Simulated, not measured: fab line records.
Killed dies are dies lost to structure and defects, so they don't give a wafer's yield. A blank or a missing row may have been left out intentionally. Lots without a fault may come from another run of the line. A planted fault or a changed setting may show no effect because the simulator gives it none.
Which tool was responsible? ; flow n5-finfet ; 8 lots, 24 wafers sampled, at 2 steps of a route of 1938

WHAT THE GAUGES READ, wafer by wafer
N5_SD_EPI_N_INSPECT_11: inspects for defects (macro).
lot;measured;on;raw-defect-count
L931;day 3 15:32;defect-inspect-01;3 2 1
L936;day 4 21:56;defect-inspect-01;0 2 1
L941;day 6 01:55;defect-inspect-01;1 2 268
L947;day 7 12:29;defect-inspect-01;1 4 1
L948;day 7 22:18;defect-inspect-01;2 2 1
L950;day 8 08:04;defect-inspect-02;0 1 2
L951;day 8 14:03;defect-inspect-01;2 1 0
L952;day 8 20:30;defect-inspect-02;1 1 5

WHICH TOOL RAN EACH LOT (tool, then ch and the chambers of the sampled wafers, then the start)
lot;N5_SPACER0_ALD_07
L931;ald-sin-01 ch 0,3, day 3 14:31
L936;ald-sin-04 ch 0,1, day 4 20:53
L941;ald-sin-04 ch 0,2,3, day 6 01:01
L947;ald-sin-03 ch 0,2,3, day 7 11:28
L948;ald-sin-01 ch 0,3, day 7 21:17
L950;ald-sin-04 ch 0,2,3, day 8 07:10
L951;ald-sin-01 ch 2,3, day 8 13:02
L952;ald-sin-01 ch 0,2,3, day 8 19:37
- N5_SPACER0_ALD_07: deposits SiNx, target thk 2 nm.

THE ANSWER, worked out from the rows above alone
Rule: the usual values come from the lots themselves. Put in order of their means at a reading, lots are off if they are a third of the lots or fewer, leave a main group of 4 or more, and stand apart from it by a gap of 3 or more times the standard deviation of the main group's means; of several such gaps the widest counts. A main group whose means are all the same, to the digits that the tables above print for the reading, isn't used. Also off: a lot with no number at a reading for which 4 or more lots have one. The other lots that the step has rows for count as sound.
Off, at N5_SD_EPI_N_INSPECT_11 on raw-defect-count: L941. For the main group the mean is 1.6 and the standard deviation 0.53.
A tool fits if, at a process step before that reading, it ran every lot that is off, and no sound lot after the first of them. The gauges at N5_SD_EPI_N_INSPECT_11 are tried like those tools. No candidate that was tried fits.

WHAT THE SIMULATOR PUT IN
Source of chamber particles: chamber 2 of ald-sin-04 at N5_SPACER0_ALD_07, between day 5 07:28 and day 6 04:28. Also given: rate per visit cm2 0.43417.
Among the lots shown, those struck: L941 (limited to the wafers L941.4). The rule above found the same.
